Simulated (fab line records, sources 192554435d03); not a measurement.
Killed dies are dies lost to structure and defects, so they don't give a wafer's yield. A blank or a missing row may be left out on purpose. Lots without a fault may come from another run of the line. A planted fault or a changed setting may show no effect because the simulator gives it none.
Chamber matching | flow n5_finfet | N5_BEOL_M0_DEP_125 on pecvd-01: 3 sister chambers
The step deposits SiCN from 3MS/NH3, target thk 8 nm, time 14 s. 3 wafers are shown with their chamber, then 7 later ones without.

WAFERS WITH THEIR CHAMBER
wafer  | chamber | throttle_valve_pct (%)
L078.6 | 0       | 8.5
L093.1 | 2       | 8.5
L093.2 | 1       | 10.1

WAFERS WITHOUT THEIR CHAMBER
wafer  | throttle_valve_pct (%)
L093.4 | 10.6
L092.1 | 10.3
L092.4 | 10.2
L092.5 | 8.5
L097.2 | 8.4
L097.4 | 10.2
L097.6 | 8.3

WHICH CHAMBER EACH WENT THROUGH
wafer  | from the rows above     | in truth
L093.4 | 1                       | 1
L092.1 | 1                       | 1
L092.4 | 1                       | 1
L092.5 | can't be placed: 0 or 2 | 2
L097.2 | can't be placed: 0 or 2 | 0
L097.4 | 1                       | 1
L097.6 | can't be placed: 0 or 2 | 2
Placed correctly: 4 of 7. Can't be placed from these rows: 3 (the true chamber is among the candidates in 3). Placed wrongly: 0.
How it was worked out, from the rows above alone: a wafer's distance from a chamber is the root of the sum, over the readings, of the square of ((its reading less the chamber's mean) divided by the reading's scatter). The wafer belongs to the nearest chamber; if the next one is less than 2 further off, it can't be placed. A chamber's mean is the mean of its shown wafers. The scatter: with one shown wafer a chamber, the root of the mean of the squares of how far each hidden wafer lies from its nearest shown one.
